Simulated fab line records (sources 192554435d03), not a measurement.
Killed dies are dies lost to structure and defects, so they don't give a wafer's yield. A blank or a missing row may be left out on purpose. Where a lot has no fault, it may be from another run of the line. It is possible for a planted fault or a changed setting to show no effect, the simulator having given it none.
Chamber matching | flow n5Finfet | 3 sister chambers for N5_GATE_CUT_HM_DEP_46 on pecvd-01
The step deposits SiO2 from TEOS/O2, target thk 130 nm, time 26.6 s. 6 wafers are shown with their chamber, then 7 later ones without.

== WAFERS WITH THEIR CHAMBER ==
wafer  | chamber | throttleValvePct (%) | showerheadPlenumPTorr (Torr)
L080.4 | 0       | 17.8                 | 8.34
L080.6 | 2       | 18.3                 | 8.33
L083.5 | 1       | 18.6                 | 8.39
L083.6 | 2       | 18.2                 | 8.34
L085.1 | 1       | 18.4                 | 8.39
L085.4 | 0       | 17.8                 | 8.37

== WAFERS MISSING THEIR CHAMBER ==
wafer  | throttleValvePct (%) | showerheadPlenumPTorr (Torr)
L085.5 | 18.3                 | 8.34
L092.2 | 17.8                 | 8.35
L092.4 | 18.7                 | 8.37
L092.6 | 18.3                 | 8.31
L096.2 | 18.4                 | 8.39
L096.4 | 18.2                 | 8.31
L096.6 | 17.7                 | 8.38

== WHICH CHAMBER EACH WENT THROUGH ==
wafer  | from the rows above | in truth
L085.5 | 2                   | 2
L092.2 | 0                   | 0
L092.4 | 1                   | 1
L092.6 | 2                   | 2
L096.2 | 1                   | 1
L096.4 | 2                   | 2
L096.6 | 0                   | 0
7 of 7 placed correctly. Number that these rows cannot place: 0. Number placed wrongly: 0.
How it was worked out, from the rows above alone: a wafer's distance from a chamber is the root of the sum, over the readings, of the square of ((its reading less the chamber's mean) divided by the reading's scatter). If the next closest chamber is less than 2 further off than the closest, the wafer can't be placed; otherwise it belongs to the closest. The mean given for a chamber averages the wafers shown for that chamber. The scatter: take each reading less its chamber's mean, square it, sum over the shown wafers, divide by the number of wafers less the number of chambers, and take the root.
